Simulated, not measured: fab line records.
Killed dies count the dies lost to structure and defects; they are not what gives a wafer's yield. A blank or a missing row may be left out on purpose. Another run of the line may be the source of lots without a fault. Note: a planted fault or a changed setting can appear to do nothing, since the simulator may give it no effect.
Lot-split experiment / flow n5 finfet / 7 lots, 21 wafers read, on a route of 1938 steps

## THE SPLIT ITSELF
At N5_BEOL_M2_TRENCH_ETCH_37 (etches SiOC in C4F6/O2, target depth 55.555 nm, time 29.2 s), the setting bias w was moved away from the recipe's 185 W on 7 of the 21 wafers read, by -17.3% to +8.4%. This setting was run at the recipe's value on the other wafers.

The reading comes from the split's own step.

## THE READING
rf vpp V, in V, at N5_BEOL_M2_TRENCH_ETCH_37 (etches SiOC in C4F6/O2, target depth 55.555 nm, time 29.2 s). A value of 669 V with a standard deviation of 16 V is what fault-free wafers of this fab line usually give.

wafer=L078.2; tool, chamber at the split=rie diel-03, 1; bias w as run, W=185; against the recipe=recipe; rf vpp V, V=677; against lot-mates on the recipe=-
wafer=L078.4; tool, chamber at the split=rie diel-03, 0; bias w as run, W=185; against the recipe=recipe; rf vpp V, V=677; against lot-mates on the recipe=-
wafer=L078.5; tool, chamber at the split=rie diel-03, 0; bias w as run, W=185; against the recipe=recipe; rf vpp V, V=678; against lot-mates on the recipe=-
wafer=L082.3; tool, chamber at the split=rie diel-05, 2; bias w as run, W=168.7; against the recipe=-8.8%; rf vpp V, V=643; against lot-mates on the recipe=-51
wafer=L082.4; tool, chamber at the split=rie diel-05, 1; bias w as run, W=185; against the recipe=recipe; rf vpp V, V=694; against lot-mates on the recipe=-
wafer=L082.5; tool, chamber at the split=rie diel-05, 0; bias w as run, W=168.7; against the recipe=-8.8%; rf vpp V, V=629; against lot-mates on the recipe=-65
wafer=L087.2; tool, chamber at the split=rie diel-03, 1; bias w as run, W=185; against the recipe=recipe; rf vpp V, V=676; against lot-mates on the recipe=-
wafer=L087.3; tool, chamber at the split=rie diel-03, 3; bias w as run, W=153.4; against the recipe=-17.1%; rf vpp V, V=552; against lot-mates on the recipe=-118
wafer=L087.6; tool, chamber at the split=rie diel-03, 2; bias w as run, W=185; against the recipe=recipe; rf vpp V, V=665; against lot-mates on the recipe=-
wafer=L089.2; tool, chamber at the split=rie diel-05, 2; bias w as run, W=185; against the recipe=recipe; rf vpp V, V=692; against lot-mates on the recipe=-
wafer=L089.3; tool, chamber at the split=rie diel-05, 0; bias w as run, W=185; against the recipe=recipe; rf vpp V, V=678; against lot-mates on the recipe=-
wafer=L089.5; tool, chamber at the split=rie diel-05, 1; bias w as run, W=153; against the recipe=-17.3%; rf vpp V, V=595; against lot-mates on the recipe=-90
wafer=L088.1; tool, chamber at the split=rie diel-05, 1; bias w as run, W=185; against the recipe=recipe; rf vpp V, V=692; against lot-mates on the recipe=-
wafer=L088.2; tool, chamber at the split=rie diel-05, 3; bias w as run, W=185; against the recipe=recipe; rf vpp V, V=683; against lot-mates on the recipe=-
wafer=L088.3; tool, chamber at the split=rie diel-05, 0; bias w as run, W=171.1; against the recipe=-7.5%; rf vpp V, V=636; against lot-mates on the recipe=-52
wafer=L092.1; tool, chamber at the split=rie diel-01, 2; bias w as run, W=185; against the recipe=recipe; rf vpp V, V=654; against lot-mates on the recipe=-
wafer=L092.2; tool, chamber at the split=rie diel-01, 1; bias w as run, W=185; against the recipe=recipe; rf vpp V, V=673; against lot-mates on the recipe=-
wafer=L092.5; tool, chamber at the split=rie diel-01, 1; bias w as run, W=200.6; against the recipe=+8.4%; rf vpp V, V=717; against lot-mates on the recipe=+54
wafer=L095.1; tool, chamber at the split=rie diel-01, 1; bias w as run, W=185; against the recipe=recipe; rf vpp V, V=674; against lot-mates on the recipe=-
wafer=L095.4; tool, chamber at the split=rie diel-01, 1; bias w as run, W=158.2; against the recipe=-14.5%; rf vpp V, V=593; against lot-mates on the recipe=-72
wafer=L095.6; tool, chamber at the split=rie diel-01, 0; bias w as run, W=185; against the recipe=recipe; rf vpp V, V=655; against lot-mates on the recipe=-

THE FIT
A straight line over all 21 wafers: rf vpp V changes by +5.62 V for each +1% of bias w; r = +0.94; the points scatter about the line by 13 V.
The same after taking each lot's own level away (the mean of its wafers on the recipe; 21 wafers): +5.97 V for each +1%; r = +0.98; scatter 8.7 V.
That fit puts the effect of the largest move of bias w on the reading at 1e+02 V.
The span of the lots' own levels, 663.5 to 694.0 V, comes to 1.9 times the standard deviation stated above.
Consequently the slope shifts little with the lot-to-lot level, the two slopes agreeing.
Check: for one of the wafers moved furthest among these (-17.3%), held out of the fit, the line's prediction against its lot-mates is -108 V. It came out at -90 V against them.
Tool readings at the split's step, against how far the setting was moved: rf vpp V r = +0.94.

## FILE'S OWN FIT
rf vpp V changes by +5.93 V for each +1% of bias w, r = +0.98.
